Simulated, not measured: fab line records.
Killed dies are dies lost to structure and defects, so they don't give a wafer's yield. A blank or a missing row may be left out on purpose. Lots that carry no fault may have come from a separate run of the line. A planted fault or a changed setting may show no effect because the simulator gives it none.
Chamber matching | flow nand-harc | pecvd-01 running NHARC_A_STAIRCASE_DEP_417: 3 sister chambers
The step deposits Si3N4, target thk 60 nm. 3 wafers are shown with their chamber, then 9 later ones without.

== WAFERS, EACH WITH ITS CHAMBER ==
wafer  | chamber | heater-power-w (W)
L090.5 | 2       | 813
L091.4 | 1       | 649
L091.5 | 0       | 681

== WAFERS WITHOUT THEIR CHAMBER ==
wafer  | heater-power-w (W)
L093.1 | 778
L093.2 | 730
L093.5 | 757
L095.2 | 795
L095.5 | 723
L095.6 | 761
L096.1 | 663
L096.3 | 646
L096.5 | 674

== WHICH CHAMBER EACH ONE RAN IN ==
wafer  | from the rows above          | in truth
L093.1 | can't be placed: 2 or 0      | 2
L093.2 | can't be placed: 0 or 1 or 2 | 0
L093.5 | can't be placed: 2 or 0 or 1 | 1
L095.2 | 2                            | 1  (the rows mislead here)
L095.5 | can't be placed: 0 or 1 or 2 | 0
L095.6 | can't be placed: 2 or 0 or 1 | 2
L096.1 | can't be placed: 1 or 0      | 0
L096.3 | can't be placed: 1 or 0      | 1
L096.5 | can't be placed: 0 or 1      | 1
Correctly placed: 0 of 9. Cannot be placed on the basis of these rows: 8; the candidates contain the true chamber in 8. Placed wrongly: 1.
How it was worked out, from the rows above alone: a wafer's distance from a chamber is the root of the sum, over the readings, of the square of ((its reading less the chamber's mean) divided by the reading's scatter). The wafer belongs to the nearest chamber; if the next one is less than 2 further off, it can't be placed. The mean given for a chamber averages the wafers shown for that chamber. The scatter: root of mean squared gap, hidden wafer to nearest shown wafer, with one shown wafer a chamber.
